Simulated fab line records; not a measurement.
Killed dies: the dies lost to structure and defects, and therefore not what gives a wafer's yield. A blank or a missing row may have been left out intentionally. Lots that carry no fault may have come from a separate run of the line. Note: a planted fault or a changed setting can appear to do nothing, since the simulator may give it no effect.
Chamber matching | flow nand harc | 4 sister chambers for NHARC_P_CONTACT_CMP_24 on cmp-02
The step polishes, t overpolish 30 s, target thk 200 nm. 4 wafers are shown with their chamber, then 9 later ones without.

WAFERS, EACH WITH ITS CHAMBER
wafer  | chamber | motor current A (A)
L085.1 | 0       | 10.6
L087.1 | 2       | 11.2
L087.3 | 1       | 13.6
L087.4 | 3       | 13.2

WAFERS WITH NO CHAMBER GIVEN
wafer  | motor current A (A)
L088.3 | 10.9
L088.4 | 13.1
L088.6 | 11.2
L090.1 | 12.2
L090.2 | 11.8
L090.5 | 11.0
L096.1 | 10.6
L096.2 | 11.4
L096.4 | 14.1

WHICH CHAMBER EACH WENT THROUGH
wafer  | from the rows above               | in truth
L088.3 | can't be placed: 2 or 0           | 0
L088.4 | can't be placed: 3 or 1           | 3
L088.6 | can't be placed: 2 or 0           | 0
L090.1 | can't be placed: 2 or 3 or 1 or 0 | 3
L090.2 | can't be placed: 2 or 0 or 3      | 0
L090.5 | can't be placed: 2 or 0           | 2
L096.1 | can't be placed: 0 or 2           | 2
L096.2 | can't be placed: 2 or 0           | 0
L096.4 | can't be placed: 1 or 3           | 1
Placed correctly: 0 of 9. From these rows, 9 cannot be placed; in 9 the true chamber is one of the candidates. Wrongly placed: 0.
How it was worked out, from the rows above alone: a wafer's distance from a chamber is the root of the sum, over the readings, of the square of ((its reading less the chamber's mean) divided by the reading's scatter). The wafer belongs to the nearest chamber; if the next one is less than 2 further off, it can't be placed. A chamber's mean is the mean of its shown wafers. The scatter (one wafer shown for each chamber): square how far every hidden wafer sits from the nearest shown wafer, average those squares and take the square root.
